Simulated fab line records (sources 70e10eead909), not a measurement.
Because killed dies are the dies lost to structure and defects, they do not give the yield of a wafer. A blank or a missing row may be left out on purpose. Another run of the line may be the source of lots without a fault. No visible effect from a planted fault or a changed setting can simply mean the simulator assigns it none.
Chamber matching || flow nand harc || NHARC_A_CONTACT_ETCH_92 on rie diel-01 has 4 sister chambers
The step etches the open film in CH3F/O2, target depth 40 nm, time 85.7 s. 8 wafers are shown with their chamber, then 10 later ones without.

WAFERS WITH THEIR CHAMBER
{"wafer": "L076.3", "chamber": 2, "showerhead plenum p Torr (Torr)": 2.32, "drypump motor current A (A)": 5.3}
{"wafer": "L084.3", "chamber": 0, "showerhead plenum p Torr (Torr)": 2.56, "drypump motor current A (A)": 4.9}
{"wafer": "L084.4", "chamber": 3, "showerhead plenum p Torr (Torr)": 2.30, "drypump motor current A (A)": 5.9}
{"wafer": "L087.2", "chamber": 0, "showerhead plenum p Torr (Torr)": 2.56, "drypump motor current A (A)": 4.9}
{"wafer": "L087.4", "chamber": 3, "showerhead plenum p Torr (Torr)": 2.30, "drypump motor current A (A)": 5.8}
{"wafer": "L087.5", "chamber": 1, "showerhead plenum p Torr (Torr)": 2.36, "drypump motor current A (A)": 5.1}
{"wafer": "L086.3", "chamber": 2, "showerhead plenum p Torr (Torr)": 2.31, "drypump motor current A (A)": 5.3}
{"wafer": "L086.4", "chamber": 1, "showerhead plenum p Torr (Torr)": 2.36, "drypump motor current A (A)": 5.1}

WAFERS WITHOUT THEIR CHAMBER
{"wafer": "L086.5", "showerhead plenum p Torr (Torr)": 2.31, "drypump motor current A (A)": 5.3}
{"wafer": "L085.3", "showerhead plenum p Torr (Torr)": 2.31, "drypump motor current A (A)": 5.3}
{"wafer": "L085.5", "showerhead plenum p Torr (Torr)": 2.56, "drypump motor current A (A)": 4.9}
{"wafer": "L085.6", "showerhead plenum p Torr (Torr)": 2.36, "drypump motor current A (A)": 5.1}
{"wafer": "L092.1", "showerhead plenum p Torr (Torr)": 2.30, "drypump motor current A (A)": 5.9}
{"wafer": "L092.5", "showerhead plenum p Torr (Torr)": 2.31, "drypump motor current A (A)": 5.3}
{"wafer": "L092.6", "showerhead plenum p Torr (Torr)": 2.36, "drypump motor current A (A)": 5.1}
{"wafer": "L095.3", "showerhead plenum p Torr (Torr)": 2.30, "drypump motor current A (A)": 5.9}
{"wafer": "L095.5", "showerhead plenum p Torr (Torr)": 2.36, "drypump motor current A (A)": 5.1}
{"wafer": "L095.6", "showerhead plenum p Torr (Torr)": 2.31, "drypump motor current A (A)": 5.3}

THE CHAMBER EACH PASSED THROUGH
{"wafer": "L086.5", "from the rows above": 2, "in truth": 2}
{"wafer": "L085.3", "from the rows above": 2, "in truth": 2}
{"wafer": "L085.5", "from the rows above": 0, "in truth": 0}
{"wafer": "L085.6", "from the rows above": 1, "in truth": 1}
{"wafer": "L092.1", "from the rows above": 3, "in truth": 3}
{"wafer": "L092.5", "from the rows above": 2, "in truth": 2}
{"wafer": "L092.6", "from the rows above": 1, "in truth": 1}
{"wafer": "L095.3", "from the rows above": 3, "in truth": 3}
{"wafer": "L095.5", "from the rows above": 1, "in truth": 1}
{"wafer": "L095.6", "from the rows above": 2, "in truth": 2}
Placed correctly: 10 of 10. Can't be placed from these rows: 0. 0 placed wrongly.
How it was worked out, from the rows above alone: a wafer's distance from a chamber is the root of the sum, over the readings, of the square of ((its reading less the chamber's mean) divided by the reading's scatter). If the next closest chamber is less than 2 further off than the closest, the wafer can't be placed; otherwise it belongs to the closest. Each chamber's mean is taken over the wafers shown for it. The scatter is the square root of a quotient: the sum, over the shown wafers, of each reading's squared deviation from its chamber's mean, divided by wafers minus chambers.
